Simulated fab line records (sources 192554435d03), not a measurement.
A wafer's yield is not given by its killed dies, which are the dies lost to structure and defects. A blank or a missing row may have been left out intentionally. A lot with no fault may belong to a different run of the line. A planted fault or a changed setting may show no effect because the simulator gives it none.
Chamber matching | flow n5 finfet | N5_BEOL_M2_DESCUM_33 on rie diel-05: 4 sister chambers
The step chemistry O2, time 7 s. 7 wafers are shown with their chamber, then 9 later ones without.

## WAFERS PAIRED WITH THEIR CHAMBERS
wafer  | chamber | drypump motor current A (A) | showerhead plenum p Torr (Torr)
L077.5 | 1       | 5.9                         | 2.02
L081.3 | 3       | 4.7                         | 2.05
L085.3 | 1       | 5.9                         | 2.01
L085.4 | 2       | 6.0                         | 2.10
L087.2 | 2       | 6.0                         | 2.10
L087.4 | 0       | 5.1                         | 2.01
L087.6 | 0       | 5.2                         | 2.01

## WAFERS WITH NO CHAMBER GIVEN
wafer  | drypump motor current A (A) | showerhead plenum p Torr (Torr)
L090.2 | 6.0                         | 2.10
L090.4 | 5.9                         | 2.01
L090.5 | 4.7                         | 2.05
L091.1 | 5.2                         | 2.00
L091.4 | 4.7                         | 2.05
L091.6 | 6.0                         | 2.10
L093.3 | 4.7                         | 2.05
L093.4 | 5.9                         | 2.01
L093.5 | 6.0                         | 2.10

## THE CHAMBER EACH PASSED THROUGH
wafer  | from the rows above | in truth
L090.2 | 2                   | 2
L090.4 | 1                   | 1
L090.5 | 3                   | 3
L091.1 | 0                   | 0
L091.4 | 3                   | 3
L091.6 | 2                   | 2
L093.3 | 3                   | 3
L093.4 | 1                   | 1
L093.5 | 2                   | 2
9 of 9 placed correctly. Left unplaced by these rows: 0. Number placed wrongly: 0.
How it was worked out, from the rows above alone: a wafer's distance from a chamber is the root of the sum, over the readings, of the square of ((its reading less the chamber's mean) divided by the reading's scatter). If the next closest chamber is less than 2 further off than the closest, the wafer can't be placed; otherwise it belongs to the closest. A chamber's mean is the mean of its shown wafers. How the scatter is found: for the shown wafers, subtract from each reading the mean of its chamber, square and add these, divide the total by (wafers less chambers), then take the root.
